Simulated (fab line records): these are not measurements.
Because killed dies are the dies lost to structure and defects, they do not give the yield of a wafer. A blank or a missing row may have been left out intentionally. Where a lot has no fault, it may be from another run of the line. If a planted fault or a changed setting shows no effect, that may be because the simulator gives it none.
fab line records	flow n5_finfet
[record] lots = 10	wafers = 30	last_day = 18
route steps=1938 shown BEOL_M15@1783
lots that met no fault: from a run of the same line without faults
start_h: start of the lot's first displayed wafer, in hours after the record's first day	wait_h: how many hours have passed since the lot's step before this one	" unchanged from the row above	L1.1+2: a row that stands for several wafers	- value missing, or start not given	* or withheld: withheld	< > ~ a bound
route shown NAME@n: a module of which the file shows steps, and the number in the route of the first	usual: mean/standard deviation taken from wafers without a fault	same: alike in all rows	chamber/n: place in a boat	sites: readings site by site	_std_site: standard deviation across them	_edge_site: the outer-site mean with the inner-site mean subtracted	radius_mm: how far each site lies from the wafer's centre	mask NAME#n: copy n	behind: the most recent tool/chamber to have shaped the wafer	hold: cause of the lot's hold/its duration in hours/its outcome	device: which transistor (n, p or np) failed to switch	end of line: the route-end tests of the same wafers	a step given without rows: its recipe and nothing more	killed: dies lost to structure and defects at the first sort, not the wafer's yield	map: a wafer's dies, marking killed ones x, the rest . and places with no die _
set.NAME: the setting the step ran with; set.NAME@STEP: the setting that earlier step ran with	model.NAME: the simulator's own value behind a step, which no gauge read
the route's steps for a sample of lots (tables are steps, rows are wafers)
services: the hour from which a tool's chamber was out of use, counted from the record's first day as start_h (under 0 if before that day), plus the number of hours and why
[[steps]]
[step N5_BEOL_M15_CD_MEAS_10]
[recipe] target_cd_nm = 360	landing_energy_ev = 500	detector = se_inlens	polarity = opening
[usual] cd_nm = 359.5/1.7
lot.wafer	tool	chamber	start_h	wait_h	cd_nm
L129.1	cd_sem-02	0	248.44	-	360.3
L129.2	"	0	"	"	357.9
L129.3	"	0	"	"	360.1
L132.3	cd_sem-02	0	257.13	-	361.0
L132.4	"	0	"	"	359.0
L132.6	"	0	"	"	363.2
L131.3	cd_sem-03	0	259.03	-	361.8
L131.4	"	0	"	"	361.4
L131.6	"	0	"	"	361.1
L134.3	cd_sem-02	0	274.70	-	357.7
L134.4	"	0	"	"	359.0
L134.6	"	0	"	"	359.8
L136.1	cd_sem-01	0	284.88	-	356.8
L136.2	"	0	"	"	358.5
L136.5	"	0	"	"	356.1
L139.1	cd_sem-01	0	333.69	-	358.4
L139.5	"	0	"	"	357.1
L139.6	"	0	"	"	360.9
L144.3	cd_sem-03	0	335.76	-	356.6
L144.4	"	0	"	"	360.7
L144.5	"	0	"	"	358.0
L146.1	cd_sem-02	0	354.51	-	360.1
L146.3	"	0	"	"	360.4
L146.4	"	0	"	"	362.7
L151.1	cd_sem-02	0	374.01	-	355.9
L151.2	"	0	"	"	358.9
L151.4	"	0	"	"	357.1
L152.4	cd_sem-03	0	400.54	-	360.1
L152.5	"	0	"	"	360.1
L152.6	"	0	"	"	363.2
[step N5_BEOL_M15_PEB_26]
[recipe] peb_temp_c = 130	peb_time_s = 90
lot.wafer	tool	chamber	start_h	wait_h
L129.1+2+3	litho_track-01	0	250.11	0.1
L132.3+4+6	litho_track-03	0	258.47	0.0
L131.3+4+6	litho_track-04	0	260.37	0.0
L134.3+4+6	litho_track-04	0	276.62	0.0
L136.1+2+5	litho_track-01	0	286.74	0.1
L139.1+5+6	litho_track-01	0	335.03	0.1
L144.3+4+5	litho_track-01	0	337.34	0.0
L146.1+3+4	litho_track-03	0	356.07	0.1
L151.1+2+4	litho_track-03	0	375.45	0.1
L152.4+5+6	litho_track-03	0	401.88	0.0
[step N5_BEOL_M15_CD_MEAS_28]
[recipe] target_cd_nm = 407.6	landing_energy_ev = 500	detector = se_inlens
[usual] cd_nm = 407.3/1.8
lot.wafer	tool	chamber	start_h	wait_h	cd_nm
L129.1	cd_sem-03	0	250.22	-	408.5
L129.2	"	0	"	"	406.8
L129.3	"	0	"	"	406.7
L132.3	cd_sem-03	0	258.59	-	406.1
L132.4	"	0	"	"	405.9
L132.6	"	0	"	"	407.0
L131.3	cd_sem-03	0	260.49	-	404.2
L131.4	"	0	"	"	402.8
L131.6	"	0	"	"	404.3
L134.3	cd_sem-02	0	276.74	-	407.6
L134.4	"	0	"	"	406.8
L134.6	"	0	"	"	407.8
L136.1	cd_sem-02	0	286.85	-	407.2
L136.2	"	0	"	"	408.0
L136.5	"	0	"	"	404.7
L139.1	cd_sem-02	0	335.15	-	408.7
L139.5	"	0	"	"	410.1
L139.6	"	0	"	"	425.0
L144.3	cd_sem-01	0	337.46	-	422.9
L144.4	"	0	"	"	422.6
L144.5	"	0	"	"	408.4
L146.1	cd_sem-03	0	356.19	-	405.6
L146.3	"	0	"	"	406.5
L146.4	"	0	"	"	409.3
L151.1	cd_sem-03	0	375.56	-	409.9
L151.2	"	0	"	"	406.7
L151.4	"	0	"	"	408.1
L152.4	cd_sem-01	0	402.00	-	406.0
L152.5	"	0	"	"	406.2
L152.6	"	0	"	"	407.0
[step N5_BEOL_M15_ETCH_61]
[recipe] chemistry = N2/H2	target = BARC	target_depth_a = 890	overetch_a = 267	time_s = 67.9	ion_energy_ev = 200	pressure_mtorr = 30	source_w = 840	bias_w = 150	n2_flow_sccm = 200	h2_flow_sccm = 200
[usual] drypump_motor_current_A = 5.6/0.36	oes_product_au = 0.68/0.063	rf_vpp_V = 524.4/2.7	showerhead_plenum_p_Torr = 2.57/0.095	throttle_valve_pct = 17.77/0.29
lot.wafer	tool	chamber	start_h	wait_h	drypump_motor_current_A	oes_product_au	rf_hours_counter_h	rf_vpp_V	showerhead_plenum_p_Torr	throttle_valve_pct
L129.1	rie_diel-03	0	250.35	0.0	5.3	0.69	82	527.3	2.69	17.58
L129.2	"	1	"	"	6.0	0.67	104	527.1	2.67	17.43
L129.3	"	3	"	"	5.9	0.82	1	524.9	2.64	18.24
L132.3	rie_diel-06	0	258.71	0.0	5.8	0.74	62	522.6	2.46	17.71
L132.4	"	1	"	"	5.9	0.71	63	523.8	2.57	17.33
L132.6	"	2	"	"	5.2	0.59	-	522.5	2.51	18.27
L131.3	rie_diel-03	3	260.61	0.0	5.9	0.82	4	525.9	2.63	18.22
L131.4	"	0	"	"	5.3	0.69	84	527.4	2.69	17.60
L131.6	"	2	"	"	5.2	0.63	-	523.2	2.44	17.59
L134.3	rie_diel-06	1	277.56	0.0	5.9	0.71	69	526.3	2.57	17.34
L134.4	"	0	"	"	5.8	0.74	67	521.6	2.46	17.72
L134.6	"	1	"	"	5.9	0.71	-	523.8	2.57	17.37
L136.1	rie_diel-06	2	287.28	0.0	5.2	0.59	243	522.9	2.51	18.29
L136.2	"	3	"	"	5.3	0.68	97	526.6	2.66	17.88
L136.5	"	2	"	"	5.2	0.59	-	521.3	2.51	18.28
L139.1	rie_diel-03	3	335.48	0.0	5.9	0.76	27	525.2	2.62	18.27
L139.5	"	1	"	"	6.0	0.65	-	526.2	2.66	17.50
L139.6	"	0	"	"	5.3	0.67	-	528.2	2.68	17.64
L144.3	rie_diel-03	1	338.07	0.0	6.0	0.65	131	527.5	2.66	17.47
L144.4	"	3	"	"	5.9	0.76	28	524.7	2.62	18.27
L144.5	"	2	"	"	5.2	0.62	-	519.7	2.43	17.65
L146.1	rie_diel-01	3	356.57	0.0	6.3	0.71	100	521.4	2.46	17.64
L146.3	"	1	"	"	5.8	0.59	245	523.9	2.50	17.76
L146.4	"	2	"	"	6.1	0.79	13	528.3	2.70	17.62
L151.1	rie_diel-06	3	375.76	0.0	5.3	0.67	125	526.7	2.64	17.91
L151.2	"	1	"	"	5.9	0.67	101	523.3	2.55	17.41
L151.4	"	0	"	"	5.8	0.71	99	521.0	2.45	17.78
L152.4	rie_diel-03	0	402.12	0.0	5.2	0.65	127	527.6	2.67	17.69
L152.5	"	1	"	"	6.0	0.64	-	526.6	2.65	17.51
L152.6	"	2	"	"	5.2	0.60	-	518.3	2.42	17.67
[step N5_BEOL_M15_STRIP_36]
[recipe] chemistry = O2	power_w = 600	temp_c = 60	pressure_mtorr = 30	rf_frequency_hz = 6e+07	bias_power_w = 0	overash_fraction = 0.3	o2_flow_sccm = 225
[usual] drypump_motor_current_A = 5.6/0.36	oes_product_au = 0.80/0.08	rf_vpp_V = 3.6/0.89	showerhead_plenum_p_Torr = 2.11/0.081	temp_c = 60.00/0.1	throttle_valve_pct = 16.52/0.23
lot.wafer	tool	chamber	start_h	wait_h	drypump_motor_current_A	oes_product_au	rf_hours_counter_h	rf_vpp_V	showerhead_plenum_p_Torr	temp_c	throttle_valve_pct
L129.1	rie_diel-03	2	252.97	2.4	5.2	0.73	185	3.3	1.98	59.96	16.29
L129.2	"	0	"	"	5.3	0.81	82	3.0	2.22	59.91	16.33
L129.3	"	3	"	"	5.9	0.97	1	3.6	2.15	60.23	16.63
L131.3	rie_diel-01	0	261.91	1.1	5.2	0.68	199	2.6	2.15	60.09	16.69
L131.4	"	2	"	"	6.1	0.69	244	5.5	2.00	60.04	16.99
L131.6	"	0	"	"	5.2	0.69	-	2.0	2.14	60.02	16.71
L132.3	rie_diel-06	3	265.77	6.8	5.3	0.81	89	2.6	2.21	59.87	16.69
L132.4	"	2	"	"	5.2	0.70	235	4.3	2.05	59.79	16.94
L132.6	"	3	"	"	5.3	0.80	-	2.3	2.21	59.91	16.70
L134.3	rie_diel-03	0	277.87	0.1	5.2	0.81	90	3.5	2.22	60.01	16.36
L134.4	"	1	"	"	6.0	0.77	113	2.7	2.19	59.96	16.24
L134.6	"	1	"	"	6.0	0.77	-	4.2	2.19	59.87	16.27
L136.1	rie_diel-06	3	288.92	1.4	5.3	0.82	98	4.8	2.20	59.98	16.71
L136.2	"	2	"	"	5.2	0.69	244	3.0	2.05	59.88	16.96
L136.5	"	0	"	"	5.8	0.86	-	3.9	2.03	60.00	16.71
L139.1	rie_diel-01	2	337.99	2.3	6.1	0.97	8	2.9	2.26	60.14	16.53
L139.5	"	1	"	"	5.8	0.69	-	4.4	2.07	59.78	16.67
L139.6	"	0	"	"	5.2	0.68	-	3.3	2.14	60.07	16.73
L144.3	rie_diel-03	1	338.35	0.0	6.0	0.74	131	3.4	2.18	59.80	16.30
L144.4	"	3	"	"	5.9	0.90	28	3.1	2.14	59.98	16.67
L144.5	"	0	"	"	5.2	0.78	-	3.7	2.21	59.97	16.40
L146.1	rie_diel-03	0	358.19	1.4	5.2	0.79	115	3.6	2.21	60.03	16.44
L146.3	"	1	"	"	6.0	0.74	136	2.9	2.18	60.18	16.29
L146.4	"	2	"	"	5.2	0.73	217	2.7	1.97	60.04	16.33
L151.1	rie_diel-06	2	379.57	3.6	5.2	0.91	18	2.4	2.04	59.94	16.56
L151.2	"	1	"	"	5.9	0.79	102	5.0	2.09	59.88	16.16
L151.4	"	0	"	"	5.8	0.83	100	4.8	2.02	60.02	16.71
L152.4	rie_diel-01	3	405.67	3.3	6.2	0.82	-	2.8	2.02	60.01	16.49
L152.5	"	1	"	"	5.8	0.97	-	3.3	2.06	59.92	16.22
L152.6	"	2	"	"	6.1	0.92	-	2.7	2.25	59.87	16.52
[[services]]
tool	chamber	start_h	hours	kind
rie_diel-03	3	231.56	-	clean
rie_diel-03	3	231.56	-	consumable_replace:focus_ring
rie_diel-03	3	231.56	15.0	scheduled_down
rie_diel-03	3	231.56	15.0	vent_cycle
litho_track-01	-	235.54	-	consumable_replace:filter
rie_diel-06	3	248.87	4.0	repair
litho_track-01	-	264.64	-	consumable_replace:filter
rie_diel-01	1	271.31	18.5	repair
rie_diel-01	2	282.41	8.8	repair
rie_diel-01	2	291.30	-	clean
rie_diel-01	2	291.30	-	consumable_replace:focus_ring
rie_diel-01	2	291.30	-	consumable_replace:showerhead
rie_diel-01	2	291.30	21.6	scheduled_down
rie_diel-01	2	291.30	21.6	vent_cycle
rie_diel-06	2	303.58	-	clean
rie_diel-06	2	303.58	-	consumable_replace:focus_ring
rie_diel-06	2	303.58	16.4	scheduled_down
rie_diel-06	2	303.58	16.4	vent_cycle
litho_track-01	-	320.78	-	consumable_replace:filter
rie_diel-01	-	346.57	2.8	pm
rie_diel-06	-	363.32	2.8	pm
rie_diel-03	-	366.81	2.8	pm
rie_diel-01	1	369.50	-	clean
rie_diel-01	0	397.09	19.4	repair
[[key]]
[first_sign] step = N5_BEOL_M15_CD_MEAS_28	reading = cd_nm	direction = up	sigmas = 8.8	usual = 407.3	struck = 423.5
effect none on later readings
met_at N5_BEOL_M15_PEB_26
struck_lots L139,L144
struck_wafers L139.6,L144.3,L144.4
not_acting_at N5_BEOL_M15_CD_MEAS_10,N5_BEOL_M15_ETCH_61,N5_BEOL_M15_STRIP_36
onset_between 286.74 335.03
[fault] kind = process_parameter_drift	tool = litho_track-01	chamber = -	onset_h = 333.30	steps = N5_BEOL_M15_PEB_26	channel = peb_time_s	offset = *	shape = step	end_h = 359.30	scope = struck_wafers_only	acts_in = *	stated = *
